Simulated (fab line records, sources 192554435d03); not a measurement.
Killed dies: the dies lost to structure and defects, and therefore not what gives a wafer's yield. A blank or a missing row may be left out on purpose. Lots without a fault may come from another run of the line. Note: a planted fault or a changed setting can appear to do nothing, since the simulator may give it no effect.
Struck lot and sound lot, side by side :: flow n5Finfet :: 15 steps out of a route of 1938
Sound: these wafers, L605.2, L605.4, L605.5. Struck: wafers L618.5, L618.6. (L618.3 of the same lot was not struck and is left out.) The cause comes at the end.
For every step that has rows: the tool of each side, followed by ch and its chambers, followed by its first start. Under that, the readings that differ: sound wafers :: struck wafers :: difference of the means :: sigmas: that difference in standard deviations of wafers without a fault.
alike: a reading whose means differ by less than 2 such deviations, as well as words and numbers matching on both sides. not compared: withheld readings; readings where some wafer has no value; bounds like >300 that might hide an equal value; numbers whose values overlap and for which the record gives no deviation.
Wherever a step has rows on one side only, a row that says differs or no value, or a row with sigmas, the two part there. Non-overlapping numbers with no deviation appear without sigmas and do not part them. A reading that every wafer of one side lacks parts them only if that side has two wafers or more.

first, 7 steps without rows for these wafers: N5_PASSIVATION_COAT_38; N5_PASSIVATION_EBR_40; N5_PASSIVATION_SOFTBAKE_39 (time 120 s); N5_PASSIVATION_EXPOSE_41 (exposes mask PASS OPEN, defocus 0 nm, target cd 40000 nm); N5_PASSIVATION_PEB_42; N5_PASSIVATION_DEVELOP_43 (develop time 60 s); N5_PASSIVATION_HARDBAKE_45 (time 120 s).
N5_PASSIVATION_CD_MEAS_44: the cd target is 40000 nm.
  sound on cdSem-03 ch 0, day 14 12:41; struck on cdSem-02 ch 0, day 18 05:03
  alike: cdNm
N5_PASSIVATION_OVL_MEAS_66:
  sound on overlay-02 ch 0, day 14 12:43; struck on overlay-02 ch 0, day 18 05:05
  alike: PASS_OPEN_OVL
N5_PASSIVATION_INSPECT_67: inspects for defects (macro).
  sound: defectInspect-01 at day 14 12:45; struck: defectInspect-01 at day 18 05:06
  alike: rawDefectCount
N5_PASSIVATION_DESCUM_46: chemistry O2, time 7.9 s.
  sound on rieDiel-01 ch 0,1,3, day 14 12:51; struck on rieDiel-01 ch 2,3, day 18 05:08
reading: oesProductAu (a.u.)
sound: 0.68 0.77 0.81
struck: 0.96 0.99
difference: +0.22
sigmas: +3
  alike: chamberPressureMTorr, drypumpMotorCurrentA, rfVppV, showerheadPlenumPTorr, throttleValvePct
  not compared: rfHoursCounterH
N5_PASSIVATION_PASS_ETCH_47: etches SiNx in CF4/O2, target depth 770 nm, time 385 s.
  sound on rieDiel-01 ch 0,1,3, day 14 12:53; struck on rieDiel-01 ch 2,3, day 18 05:10
reading: oesProductAu (a.u.)
sound: 0.68 0.77 0.80
struck: 0.95 1.00
difference: +0.22
sigmas: +3
  alike: cf4FlowSccm, chamberPressureMTorr, drypumpMotorCurrentA, rfVppV, showerheadPlenumPTorr, throttleValvePct
  not compared: rfHoursCounterH
N5_PASSIVATION_ETCH_54: etches SiO2 in CHF3/O2, target depth 880 nm, time 440 s.
  sound on rieDiel-01 ch 0,1,3, day 14 13:07; struck on rieDiel-01 ch 2,3, day 18 05:24
reading: oesProductAu (a.u.)
sound: 0.68 0.77 0.80
struck: 1.06 1.11
difference: +0.33
sigmas: +4

reading: model.PASSIVATION.featureDepthNm (nm)
sound: 866.6 871.2 880.8
struck: 1390 1400
difference: +522
sigmas: 

reading: model.etch.depthNm (nm)
sound: 866.6 871.2 880.7
struck: 1390 1400
difference: +522
sigmas: 
  alike: chamberPressureMTorr, drypumpMotorCurrentA, rfVppV, showerheadPlenumPTorr, throttleValvePct
  not compared: rfHoursCounterH
N5_PASSIVATION_STRIP_48: strips in O2.
  sound on rieDiel-01 ch 0,1,3, day 14 13:24; struck on rieDiel-01 ch 2,3, day 18 05:41
reading: oesProductAu (a.u.)
sound: 0.68 0.78 0.80
struck: 0.96 0.99
difference: +0.22
sigmas: +3
  alike: chamberPressureMTorr, drypumpMotorCurrentA, rfVppV, showerheadPlenumPTorr, throttleValvePct
  not compared: rfHoursCounterH
following that, these wafers have no rows for 1 step: N5_PASSIVATION_PROBE_49.

WHERE THEY PART
Last at N5_PASSIVATION_STRIP_48 as far as this record goes, first at N5_PASSIVATION_DESCUM_46.

WHY: what had been put in by the simulator
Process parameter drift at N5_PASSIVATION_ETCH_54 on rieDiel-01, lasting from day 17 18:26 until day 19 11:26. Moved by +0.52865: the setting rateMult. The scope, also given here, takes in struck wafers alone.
